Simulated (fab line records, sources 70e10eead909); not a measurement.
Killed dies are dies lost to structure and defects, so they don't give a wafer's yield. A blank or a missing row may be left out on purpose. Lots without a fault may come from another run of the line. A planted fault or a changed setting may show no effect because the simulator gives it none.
A struck lot beside a sound one | flow nand_harc | 40 steps out of a route of 1159
Sound: wafers L477.1, L477.5, L477.6. Struck: wafers L486.3, L486.4, L486.6. The cause comes at the end.
At each step with rows: each side's tool, then ch and its chambers, then its first start. Under that, the readings that differ: sound wafers | struck wafers | difference of the means | sigmas: that difference in standard deviations of wafers without a fault.
alike: readings whose means differ by less than 2 such deviations, and words and numbers that are the same on both sides. not compared: withheld readings, readings that some wafer has no value for, bounds like >300 that may hide the same value, and numbers for which the record gives no deviation and whose values overlap.
The two part at a step that has a row with sigmas, a row that says differs or no value, or rows on one side only. Numbers that don't overlap but have no deviation are shown without sigmas and don't part them. A reading that every wafer of one side lacks parts them only if that side has two wafers or more.

first, 11 steps without rows for these wafers: NHARC_A_STAIRCASE_COAT_244; NHARC_A_STAIRCASE_SOFTBAKE_245 (time 170 s); NHARC_A_STAIRCASE_EBR_246; NHARC_A_STAIRCASE_EXPOSE_247 (exposes mask SDS 1); NHARC_A_STAIRCASE_PEB_248 (peb time 130 s); NHARC_A_STAIRCASE_DEVELOP_249 (time 140 s); NHARC_A_STAIRCASE_HARDBAKE_251 (time 140 s); NHARC_A_STAIRCASE_DESCUM_252 (chemistry O2, time 3 s); NHARC_A_STAIRCASE_ETCH_253 (etches the open film in C4F8/O2, target depth 50 nm, time 20.2 s); NHARC_A_STAIRCASE_STRIP_254 (strips in O2); NHARC_A_STAIRCASE_STRIP_255 (strips in SPM, time 900 s).
NHARC_A_STAIRCASE_PRECLEAN_256: cleans in SC1.
  sound on wet_bench-05 ch 1,3,6, day 14 10:54; struck on wet_bench-02 ch 0,1,4, day 16 13:34
then, 2 steps without rows for these wafers: NHARC_A_STAIRCASE_SRD_257; NHARC_A_STAIRCASE_HM_DEP_456 (deposits aC, target thk 1500 nm).
NHARC_A_STAIRCASE_DEP_259: deposits SiON, target thk 30 nm.
  sound on pecvd-04 ch 0,1,2, day 14 13:13; struck on pecvd-03 ch 0,1, day 16 18:41
  alike: chamber_pressure_Torr, heater_power_w, showerhead_vpp_V
then, 10 steps without rows for these wafers: NHARC_A_STAIRCASE_DEHYDRATE_281 (time 120 s); NHARC_A_STAIRCASE_HMDS_282 (time 30 s); NHARC_A_STAIRCASE_COAT_283; NHARC_A_STAIRCASE_SOFTBAKE_284 (time 170 s); NHARC_A_STAIRCASE_EBR_285; NHARC_A_STAIRCASE_EXPOSE_286 (exposes mask CHOP 100); NHARC_A_STAIRCASE_PEB_287 (peb time 130 s); NHARC_A_STAIRCASE_DEVELOP_288 (time 140 s); NHARC_A_STAIRCASE_HARDBAKE_290 (time 140 s); NHARC_A_STAIRCASE_DESCUM_291 (chemistry O2, time 3 s).
NHARC_A_STAIRCASE_ETCH_292: etches the open film in CF4/CHF3.
  sound on rie_diel-13 ch 1,2, day 14 14:14; struck on rie_diel-13 ch 0,1, day 16 19:37
  alike: drypump_motor_current_A, oes_product_au, rf_vpp_V, showerhead_plenum_p_Torr, throttle_valve_pct
  not compared: rf_hours_counter_h
NHARC_A_STAIRCASE_HM_OPEN_460: chemistry O2/COS.
  sound on rie_diel-13 ch 1,2,3; struck on rie_diel-13 ch 1,2,3
  alike: drypump_motor_current_A, oes_product_au, rf_vpp_V, showerhead_plenum_p_Torr, throttle_valve_pct
  not compared: rf_hours_counter_h
then, 2 steps without rows for these wafers: NHARC_A_STAIRCASE_STRIP_461 (strips in O2/COS); NHARC_A_STAIRCASE_ETCH_452 (etches the open film in CF4/O2, target depth 30 nm, overetch 3 nm, time 16.5 s).
NHARC_A_STAIRCASE_ETCH_294: etches the open film in C4F8/O2/Ar, target depth 4992 nm, time 1212.4 s.
  sound on rie_diel-13 ch 0,2,3; struck on rie_diel-13 ch 0,2
  alike: oes_product_au, rf_vpp_V
  not compared: rf_hours_counter_h
NHARC_A_STAIRCASE_STRIP_295: strips in O2.
  sound on rie_diel-13 ch 1,2; struck on rie_diel-13 ch 0,1
  alike: drypump_motor_current_A, oes_product_au, rf_vpp_V, showerhead_plenum_p_Torr, throttle_valve_pct
  not compared: rf_hours_counter_h
then, 8 steps without rows for these wafers: NHARC_A_STAIRCASE_STRIP_296 (strips in SPM, time 900 s); NHARC_A_STAIRCASE_PRECLEAN_297 (cleans in SC1); NHARC_A_STAIRCASE_SRD_298; NHARC_A_STAIRCASE_HM_DEP_462 (deposits aC, target thk 800 nm); NHARC_A_STAIRCASE_DEP_301 (deposits SiON, target thk 30 nm); NHARC_A_STAIRCASE_DEHYDRATE_302 (time 120 s); NHARC_A_STAIRCASE_HMDS_303 (time 30 s); NHARC_A_STAIRCASE_COAT_304.
-- the record jumps here: 8 days lie between the struck wafers' starts before and after (it left off in module A_STAIRCASE and takes up again in module END, whose first step shown is number 1159 of the route) --
NHARC_END_SORT_01:
  the record has rows for the struck wafers here (prober-02 ch 0, day 24 13:06) and none for the sound ones

WHERE THEY PART
Only at NHARC_END_SORT_01, within this record.

WHY: what the simulator had put in
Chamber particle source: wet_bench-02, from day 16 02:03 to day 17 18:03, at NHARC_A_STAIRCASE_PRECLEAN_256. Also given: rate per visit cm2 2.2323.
